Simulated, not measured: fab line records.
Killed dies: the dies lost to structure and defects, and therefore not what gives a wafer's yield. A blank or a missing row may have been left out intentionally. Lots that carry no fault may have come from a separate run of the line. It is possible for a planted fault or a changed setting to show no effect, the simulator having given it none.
Matching of chambers | flow n5_finfet | pecvd-02 running N5_BEOL_M7_DEP_56: 3 sister chambers
The step deposits SiCN from 3MS/NH3, target thk 10 nm, time 17.5 s. 30 wafers are shown with their chamber, then 12 later ones without.

## WAFERS WITH THEIR CHAMBER
wafer  | chamber | throttle_valve_pct (%) | showerhead_plenum_p_Torr (Torr)
L076.1 | 1       | 9.5                    | 3.666
L076.3 | 0       | 9.2                    | 3.667
L076.5 | 1       | 9.4                    | 3.662
L079.1 | 0       | 9.4                    | 3.655
L079.2 | 1       | 9.3                    | 3.671
L079.4 | 1       | 9.5                    | 3.668
L083.1 | 0       | 9.7                    | 3.655
L083.2 | 1       | 9.2                    | 3.674
L083.3 | 2       | 8.8                    | 3.653
L083.4 | 1       | 9.5                    | 3.674
L083.5 | 0       | 9.4                    | 3.667
L083.6 | 2       | 8.7                    | 3.645
L082.1 | 0       | 9.5                    | 3.657
L082.2 | 2       | 9.0                    | 3.666
L082.3 | 1       | 9.5                    | 3.673
L082.4 | 2       | 8.7                    | 3.659
L082.5 | 0       | 9.5                    | 3.664
L082.6 | 1       | 9.3                    | 3.664
L087.1 | 0       | 9.4                    | 3.667
L087.2 | 1       | 9.3                    | 3.678
L087.3 | 2       | 8.7                    | 3.663
L087.4 | 0       | 9.5                    | 3.654
L087.5 | 2       | 8.8                    | 3.650
L087.6 | 1       | 9.3                    | 3.677
L088.3 | 0       | 9.5                    | 3.665
L088.4 | 1       | 9.6                    | 3.675
L088.6 | 0       | 9.5                    | 3.668
L089.1 | 0       | 9.7                    | 3.657
L089.3 | 1       | 9.5                    | 3.667
L089.4 | 1       | 9.4                    | 3.670

SIGNATURES (averages over the wafers above)
reading                  | chamber 0 | chamber 1 | chamber 2 | scatter within a chamber
throttle_valve_pct       | 9.482     | 9.408     | 8.783     | 0.127
showerhead_plenum_p_Torr | 3.66145   | 3.67069   | 3.65600   | 0.00596
Rule: a wafer lies at a distance from a chamber equal to the root of the sum of squares, over the readings, of (its reading less the chamber's mean, divided by the reading's scatter). If the next closest chamber is less than 2 further off than the closest, the wafer can't be placed; otherwise it belongs to the closest. How the scatter is found: for the shown wafers, subtract from each reading the mean of its chamber, square and add these, divide the total by (wafers less chambers), then take the root.

## WAFERS WITH NO CHAMBER GIVEN
wafer  | throttle_valve_pct (%) | showerhead_plenum_p_Torr (Torr)
L090.1 | 9.4                    | 3.667
L090.2 | 8.9                    | 3.654
L090.3 | 9.6                    | 3.654
L090.4 | 9.2                    | 3.668
L090.5 | 9.5                    | 3.664
L090.6 | 9.0                    | 3.663
L093.1 | 9.1                    | 3.665
L093.3 | 8.9                    | 3.652
L093.4 | 8.8                    | 3.652
L096.1 | 8.9                    | 3.656
L096.4 | 9.4                    | 3.661
L096.5 | 9.7                    | 3.677

## WHICH CHAMBER EACH ONE RAN IN
wafer  | from the rows above          | in truth
L090.1 | can't be placed: 1 or 0      | 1
L090.2 | 2                            | 2
L090.3 | can't be placed: 0 or 1      | 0
L090.4 | can't be placed: 1 or 0      | 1
L090.5 | can't be placed: 0 or 1      | 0
L090.6 | can't be placed: 2 or 1 or 0 | 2
L093.1 | can't be placed: 1 or 2 or 0 | 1
L093.3 | 2                            | 2
L093.4 | 2                            | 2
L096.1 | 2                            | 2
L096.4 | can't be placed: 0 or 1      | 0
L096.5 | can't be placed: 1 or 0      | 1
Placed correctly: 4 of 12. Not placeable from these rows: 8 (in 8, the candidates include the true chamber). Wrongly placed: 0.
